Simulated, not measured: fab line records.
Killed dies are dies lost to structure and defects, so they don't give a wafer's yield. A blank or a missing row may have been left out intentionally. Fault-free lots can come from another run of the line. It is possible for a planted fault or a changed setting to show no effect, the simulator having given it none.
Chamber matching | flow nand harc | cmp-02 running NHARC_P_M1_CMP_23: 4 sister chambers
The step polishes, t overpolish 20 s, target thk 157.82 nm. 18 wafers are shown with their chamber, then 9 later ones without.

== WAFERS, EACH WITH ITS CHAMBER ==
wafer  | chamber | motor current A (A) | time to endpoint s (s) | slurry filter dp kPa (kPa)
L077.2 | 2       | 10.5                | 30                     | 13.46
L077.4 | 1       | 14.4                | 27                     | 13.38
L077.6 | 2       | 11.3                | 30                     | 13.55
L079.1 | 1       | 13.5                | 30                     | 13.49
L079.2 | 3       | 13.1                | 30                     | 13.65
L079.6 | 3       | 12.0                | 30                     | 13.71
L080.2 | 3       | 13.0                | 34                     | 13.58
L080.3 | 1       | 14.1                | 31                     | 13.29
L080.5 | 1       | 14.2                | 31                     | 13.80
L083.1 | 3       | 13.6                | 34                     | 13.51
L083.2 | 2       | 11.1                | 34                     | 13.53
L083.4 | 1       | 14.4                | 30                     | 13.86
L085.1 | 3       | 13.1                | 30                     | 13.45
L085.3 | 2       | 10.7                | 35                     | 13.31
L085.6 | 0       | 11.4                | 22                     | 13.58
L087.1 | 3       | 13.4                | 30                     | 13.83
L087.3 | 2       | 10.8                | 29                     | 13.34
L087.4 | 1       | 13.2                | 30                     | 13.28

SIGNATURES (means of the wafers above)
reading              | chamber 0 | chamber 1 | chamber 2 | chamber 3 | scatter within a chamber
motor current A      | 11.400    | 13.967    | 10.880    | 13.033    | 0.478
time to endpoint s   | 22.00     | 29.83     | 31.60     | 31.33     | 2.09
slurry filter dp kPa | 13.5800   | 13.5167   | 13.4380   | 13.6217   | 0.183
Rule: a wafer lies at a distance from a chamber equal to the root of the sum of squares, over the readings, of (its reading less the chamber's mean, divided by the reading's scatter). The wafer belongs to the nearest chamber; if the next one is less than 2 further off, it can't be placed. The scatter is the square root of a quotient: the sum, over the shown wafers, of each reading's squared deviation from its chamber's mean, divided by wafers minus chambers.

== WAFERS WITH NO CHAMBER GIVEN ==
wafer  | motor current A (A) | time to endpoint s (s) | slurry filter dp kPa (kPa)
L088.3 | 11.2                | 33                     | 13.55
L088.4 | 14.4                | 30                     | 13.33
L088.6 | 10.6                | 34                     | 13.54
L091.1 | 11.6                | 24                     | 13.68
L091.2 | 10.4                | 30                     | 13.39
L091.3 | 14.1                | 30                     | 13.48
L092.2 | 13.2                | 30                     | 13.65
L092.4 | 10.7                | 32                     | 13.50
L092.6 | 13.5                | 31                     | 13.49

== CHAMBER TAKEN BY EACH ==
wafer  | from the rows above     | in truth
L088.3 | 2                       | 2
L088.4 | can't be placed: 1 or 3 | 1
L088.6 | 2                       | 2
L091.1 | 0                       | 0
L091.2 | 2                       | 2
L091.3 | 1                       | 1
L092.2 | can't be placed: 3 or 1 | 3
L092.4 | 2                       | 2
L092.6 | can't be placed: 1 or 3 | 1
6 of 9 placed correctly. These rows do not allow placing 3 (true chamber among the candidates in 3). Number placed wrongly: 0.
